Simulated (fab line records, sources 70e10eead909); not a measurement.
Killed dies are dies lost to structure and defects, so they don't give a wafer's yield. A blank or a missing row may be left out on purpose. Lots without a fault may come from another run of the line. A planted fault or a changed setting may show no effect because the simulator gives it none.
Chamber matching | flow nand_harc | NHARC_A_CHANNEL_HOLE_D1_ETCH_44 on rie_diel-10: 4 sister chambers
The step etches the open film in CF4/O2, target depth 140 nm, overetch 14 nm, time 77 s. 4 wafers are shown with their chamber, then 12 later ones without.

WAFERS WITH THEIR CHAMBER
wafer  | chamber | drypump_motor_current_A (A)
L092.5 | 2       | 5.8
L093.2 | 0       | 5.7
L093.3 | 3       | 5.7
L093.4 | 1       | 5.3

WAFERS WITHOUT THEIR CHAMBER
wafer  | drypump_motor_current_A (A)
L094.4 | 5.3
L094.5 | 5.3
L094.6 | 5.6
L095.2 | 5.7
L095.4 | 5.3
L095.5 | 5.7
L096.1 | 5.7
L096.4 | 5.6
L096.5 | 5.6
L097.1 | 5.6
L097.3 | 5.8
L097.5 | 5.6

WHICH CHAMBER EACH WENT THROUGH
wafer  | from the rows above          | in truth
L094.4 | 1                            | 1
L094.5 | 1                            | 1
L094.6 | can't be placed: 0 or 3 or 2 | 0
L095.2 | can't be placed: 0 or 3 or 2 | 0
L095.4 | 1                            | 1
L095.5 | can't be placed: 0 or 3 or 2 | 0
L096.1 | can't be placed: 0 or 3 or 2 | 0
L096.4 | can't be placed: 0 or 3 or 2 | 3
L096.5 | can't be placed: 0 or 3 or 2 | 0
L097.1 | can't be placed: 0 or 3 or 2 | 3
L097.3 | can't be placed: 2 or 0 or 3 | 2
L097.5 | can't be placed: 0 or 3 or 2 | 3
Placed correctly: 3 of 12. Can't be placed from these rows: 9 (the true chamber is among the candidates in 9). Placed wrongly: 0.
How it was worked out, from the rows above alone: a wafer's distance from a chamber is the root of the sum, over the readings, of the square of ((its reading less the chamber's mean) divided by the reading's scatter). The wafer belongs to the nearest chamber; if the next one is less than 2 further off, it can't be placed. A chamber's mean is the mean of its shown wafers. The scatter: with one shown wafer a chamber, the root of the mean of the squares of how far each hidden wafer lies from its nearest shown one.
